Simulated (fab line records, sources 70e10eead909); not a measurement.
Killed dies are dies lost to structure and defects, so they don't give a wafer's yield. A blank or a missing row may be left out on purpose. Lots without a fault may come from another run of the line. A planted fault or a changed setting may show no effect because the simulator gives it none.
Chamber matching | flow nand_harc | NHARC_A_STAIRCASE_TRIM_220 on rie_diel-08: 4 sister chambers
The step chemistry O2, time 211.2 s. 8 wafers are shown with their chamber, then 10 later ones without.

WAFERS WITH THEIR CHAMBER
wafer  | chamber | showerhead_plenum_p_Torr (Torr) | drypump_motor_current_A (A)
L080.1 | 0       | 3.53                            | 6.2
L080.2 | 1       | 3.43                            | 6.1
L080.3 | 2       | 3.59                            | 6.2
L084.1 | 2       | 3.58                            | 6.3
L084.4 | 3       | 3.37                            | 6.5
L084.5 | 3       | 3.37                            | 6.5
L085.1 | 0       | 3.53                            | 6.2
L085.2 | 1       | 3.42                            | 6.0

WAFERS WITHOUT THEIR CHAMBER
wafer  | showerhead_plenum_p_Torr (Torr) | drypump_motor_current_A (A)
L085.4 | 3.58                            | 6.2
L087.3 | 3.58                            | 6.2
L087.5 | 3.52                            | 6.2
L087.6 | 3.36                            | 6.5
L094.1 | 3.41                            | 6.0
L094.2 | 3.57                            | 6.2
L094.3 | 3.52                            | 6.2
L093.3 | 3.41                            | 6.0
L093.4 | 3.36                            | 6.5
L093.5 | 3.36                            | 6.5

WHICH CHAMBER EACH WENT THROUGH
wafer  | from the rows above | in truth
L085.4 | 2                   | 2
L087.3 | 2                   | 2
L087.5 | 0                   | 0
L087.6 | 3                   | 3
L094.1 | 1                   | 1
L094.2 | 2                   | 2
L094.3 | 0                   | 0
L093.3 | 1                   | 1
L093.4 | 3                   | 3
L093.5 | 3                   | 3
Placed correctly: 10 of 10. Can't be placed from these rows: 0. Placed wrongly: 0.
How it was worked out, from the rows above alone: a wafer's distance from a chamber is the root of the sum, over the readings, of the square of ((its reading less the chamber's mean) divided by the reading's scatter). The wafer belongs to the nearest chamber; if the next one is less than 2 further off, it can't be placed. A chamber's mean is the mean of its shown wafers. The scatter: the root of (the sum of the squares of (reading less its chamber's mean) over the shown wafers, divided by (wafers less chambers)).
